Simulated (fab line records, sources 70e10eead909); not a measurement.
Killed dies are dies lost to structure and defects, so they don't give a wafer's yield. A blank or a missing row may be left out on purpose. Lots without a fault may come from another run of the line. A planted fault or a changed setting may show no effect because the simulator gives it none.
Which tool did it? | flow nand_harc | 13 lots, 39 wafers sampled, at 5 steps of a route of 1159

WHAT THE GAUGES READ, wafer by wafer
NHARC_END_SORT_01. Usual: defect_limited_yield 95.1 %, standard deviation 1.8; killed_at_array 29, standard deviation 11; killed_at_other 0.6, standard deviation 0.89; killed_at_periphery 3.8, standard deviation 2.8; killed_dies 33, standard deviation 12; killed_open 3.5, standard deviation 1.9; killed_short 1.9, standard deviation 1.3; sort_bin_2_pct 1.5 %, standard deviation 0.72; sort_bin_3_pct 0.28 %, standard deviation 0.23; sort_bin_4_pct 3.1 %, standard deviation 1.2; sort_n_pass 644, standard deviation 12; sort_rim_yield_pct 94.8 %, standard deviation 2.9; sort_yield_pct 95.1 %, standard deviation 1.8.
lot  | measured     | on        | defect_limited_yield (%) | killed_at_array | killed_at_other | killed_at_periphery | killed_dies | killed_open | killed_short | sort_bin_2_pct (%) | sort_bin_3_pct (%) | sort_bin_4_pct (%) | sort_n_pass | sort_rim_yield_pct (%) | sort_yield_pct (%) | flag
L550 | day 21 10:04 | prober-01 | 94.8 93.4 92.2           | 24 36 29        | 6 3 14          | 5 6 10              | 35 45 53    | 7 6 18      | 4 3 2        | 0.7 2.2 2.7        | 0.44 0.15 0.59     | 4.0 4.3 4.6        | 642 632 624 | 96.2 93.4 91.5         | 94.8 93.4 92.2     | OFF
L552 | day 21 09:07 | prober-02 | 93.1 94.4 93.4           | 28 26 31        | 16 8 10         | 3 4 4               | 47 38 45    | 17 14 11    | 7 2 3        | 1.5 2.1 1.9        | 0.15 0 0.15        | 5.3 3.5 4.6        | 630 639 632 | 93.4 94.3 92.5         | 93.1 94.4 93.4     | OFF
L557 | day 23 04:53 | prober-01 | 95.7 96.2 95.1           | 27 26 30        | 0 0 0           | 2 0 3               | 29 26 33    | 3 0 1       | 3 0 3        | 1.2 1.6 1.6        | 0.15 0 0.44        | 3.0 2.2 2.8        | 648 651 644 | 94.3 92.5 93.4         | 95.7 96.2 95.1     |
L560 | day 24 03:46 | prober-01 | 97.3 97.3 96.8           | 17 14 21        | 0 0 0           | 1 4 1               | 18 18 22    | 2 4 4       | 1 1 2        | 0.9 0.3 0.7        | 0 0.15 0           | 1.8 2.2 2.5        | 659 659 655 | 97.2 96.2 93.4         | 97.3 97.3 96.8     |

WHICH TOOL RAN EACH LOT (tool, then ch and the chambers of the sampled wafers, then the start)
lot  | NHARC_THIN_TSV_STRIP_62              | NHARC_THIN_TSV_ANNEAL_52         | NHARC_THIN_TSV_DEGAS_53      | NHARC_THIN_TSV_PRE_CLEAN_54
L543 | plasma_asher-02 ch 0,1, day 19 02:46 | rtp_anneal-01 ch 0, day 19 04:22 | pvd_sputter-03, day 19 05:10 | pvd_sputter-03, day 19 05:16
L546 | plasma_asher-02 ch 0,1, day 19 03:26 | rtp_anneal-02 ch 0, day 19 05:06 | pvd_sputter-02, day 19 05:54 | pvd_sputter-02, day 19 05:58
L549 | plasma_asher-02 ch 0,1, day 20 05:22 | rtp_anneal-01 ch 0, day 20 06:47 | pvd_sputter-02, day 20 07:32 | pvd_sputter-02, day 20 07:38
L548 | plasma_asher-01 ch 0,1, day 20 06:32 | rtp_anneal-01 ch 0, day 20 07:55 | pvd_sputter-02, day 20 08:44 | pvd_sputter-02, day 20 08:49
L550 | plasma_asher-02 ch 0,1, day 20 20:52 | rtp_anneal-01 ch 0, day 20 22:13 | pvd_sputter-03, day 20 23:02 | pvd_sputter-03, day 20 23:06
L552 | plasma_asher-02 ch 0,1, day 20 22:08 | rtp_anneal-02 ch 0, day 20 23:31 | pvd_sputter-03, day 21 00:22 | pvd_sputter-03, day 21 00:26
L556 | plasma_asher-01 ch 0,1, day 21 21:20 | rtp_anneal-01 ch 0, day 21 22:42 | pvd_sputter-03, day 21 23:32 | pvd_sputter-03, day 21 23:37
L558 | plasma_asher-02 ch 0,1, day 22 06:36 | rtp_anneal-02 ch 0, day 22 08:01 | pvd_sputter-02, day 22 08:42 | pvd_sputter-02, day 22 08:47
L557 | plasma_asher-01 ch 0,1, day 22 15:17 | rtp_anneal-01 ch 0, day 22 16:38 | pvd_sputter-03, day 22 17:28 | pvd_sputter-03, day 22 17:31
L562 | plasma_asher-02 ch 0,1, day 23 06:50 | rtp_anneal-02 ch 0, day 23 08:21 | pvd_sputter-02, day 23 09:10 | pvd_sputter-02, day 23 09:13
L560 | plasma_asher-01 ch 0,1, day 23 09:27 | rtp_anneal-02 ch 0, day 23 10:55 | pvd_sputter-01, day 23 11:40 | pvd_sputter-01, day 23 11:45
L563 | plasma_asher-02 ch 0,1, day 24 00:59 | rtp_anneal-02 ch 0, day 24 02:19 | pvd_sputter-02, day 24 03:07 | pvd_sputter-02, day 24 03:12
L566 | plasma_asher-02 ch 0,1, day 24 16:17 | rtp_anneal-02 ch 0, day 24 17:53 | pvd_sputter-01, day 24 18:43 | pvd_sputter-01, day 24 18:47
- NHARC_THIN_TSV_STRIP_62: strips in N2/H2, time 20 s.
- NHARC_THIN_TSV_ANNEAL_52: time 90 s.
- NHARC_THIN_TSV_DEGAS_53: time 60 s.
- NHARC_THIN_TSV_PRE_CLEAN_54: time 30 s.

WHAT THE TOOLS THEMSELVES READ (means of the sampled wafers that have a number; where no wafer has one, the mark that the record gives instead)
NHARC_THIN_TSV_STRIP_62. Usual: drypump_motor_current_A 6.19 A, standard deviation 0.2; heater_power_w 330 W, standard deviation 23.
lot  | tool            | drypump_motor_current_A (A) | heater_power_w (W) | flag
L543 | plasma_asher-02 | 6.13                        | 334                |
L546 | plasma_asher-02 | 6.25                        | 320                |
L549 | plasma_asher-02 | 6.14                        | 332                |
L548 | plasma_asher-01 | 6.09                        | 330                |
L550 | plasma_asher-02 | -                           | -                  | OFF
L552 | plasma_asher-02 | -                           | -                  | OFF
L556 | plasma_asher-01 | 6.25                        | 344                |
L558 | plasma_asher-02 | 6.28                        | 318                |
L557 | plasma_asher-01 | 6.23                        | 345                |
L562 | plasma_asher-02 | 6.24                        | 315                |
L560 | plasma_asher-01 | 6.10                        | 328                |
L563 | plasma_asher-02 | 6.26                        | 318                |
L566 | plasma_asher-02 | 6.15                        | 330                |

NHARC_THIN_TSV_ANNEAL_52. Usual: wafer_temp_C_max 225.89, standard deviation 0.25.
lot  | tool          | wafer_temp_C_max | flag
L543 | rtp_anneal-01 | 225.80           |
L546 | rtp_anneal-02 | 226.00           |
L549 | rtp_anneal-01 | 226.14           |
L548 | rtp_anneal-01 | 225.74           |
L550 | rtp_anneal-01 | 225.86           |
L552 | rtp_anneal-02 | 225.73           |
L556 | rtp_anneal-01 | 225.99           |
L558 | rtp_anneal-02 | 225.77           |
L557 | rtp_anneal-01 | 225.71           |
L562 | rtp_anneal-02 | 225.56           |
L560 | rtp_anneal-02 | 225.87           |
L563 | rtp_anneal-02 | 225.86           |
L566 | rtp_anneal-02 | 225.90           |

NHARC_THIN_TSV_DEGAS_53. Usual: heater_power_w 481 W, standard deviation 45.
lot  | tool           | heater_power_w (W) | flag
L543 | pvd_sputter-03 | 501                |
L546 | pvd_sputter-02 | 483                |
L549 | pvd_sputter-02 | 466                |
L548 | pvd_sputter-02 | 486                |
L550 | pvd_sputter-03 | 454                |
L552 | pvd_sputter-03 | 471                |
L556 | pvd_sputter-03 | 470                |
L558 | pvd_sputter-02 | 467                |
L557 | pvd_sputter-03 | 464                |
L562 | pvd_sputter-02 | 475                |
L560 | pvd_sputter-01 | 496                |
L563 | pvd_sputter-02 | 487                |
L566 | pvd_sputter-01 | 461                |

NHARC_THIN_TSV_PRE_CLEAN_54. Usual: heater_power_w 422 W, standard deviation 39.
lot  | tool           | heater_power_w (W) | flag
L543 | pvd_sputter-03 | 417                |
L546 | pvd_sputter-02 | 425                |
L549 | pvd_sputter-02 | 418                |
L548 | pvd_sputter-02 | 427                |
L550 | pvd_sputter-03 | 412                |
L552 | pvd_sputter-03 | 401                |
L556 | pvd_sputter-03 | 410                |
L558 | pvd_sputter-02 | 425                |
L557 | pvd_sputter-03 | 415                |
L562 | pvd_sputter-02 | 417                |
L560 | pvd_sputter-01 | 424                |
L563 | pvd_sputter-02 | 417                |
L566 | pvd_sputter-01 | 429                |

THE ANSWER, worked out from the rows above alone
Rule: a lot is off if the mean of its wafers that have a number lies more than 3 standard deviations from the usual mean. A lot without any number at a reading at which 4 lots or more have one is off too. The other lots that the step has rows for count as sound. The gauges are gone through in route order, then the tools' own readings, and for those a lot's mean is taken as printed above. The first step at which some lot is off is used, and at that step the reading that is off furthest; a lot without a number counts as furthest.
Off: L550, L552, at NHARC_END_SORT_01 (killed_at_other). Neither off nor sound, because the step has no rows for them: L543, L546, L549, L548, L556, L558, L562, L563, L566.
A tool fits if, at a process step before that reading, it ran every lot that is off, and no sound lot after the first of them. The gauges at NHARC_END_SORT_01 aren't tried: what is off there is off at NHARC_THIN_TSV_STRIP_62 too, on other tools, and a gauge's error can't cause that. One fits: plasma_asher-02 at NHARC_THIN_TSV_STRIP_62. It ran no sound lot before its first lot that is off in this sample, so the start can't be narrowed down.
Blank at NHARC_THIN_TSV_STRIP_62 on the lots that are off, where sound lots have numbers: drypump_motor_current_A, heater_power_w.

WHAT THE SIMULATOR HAD PUT IN
Skipped step whole: plasma_asher-02, from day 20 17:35 on, at NHARC_THIN_TSV_STRIP_62. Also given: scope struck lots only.
Lots struck among those shown: L552, L550. The rule above found the same.
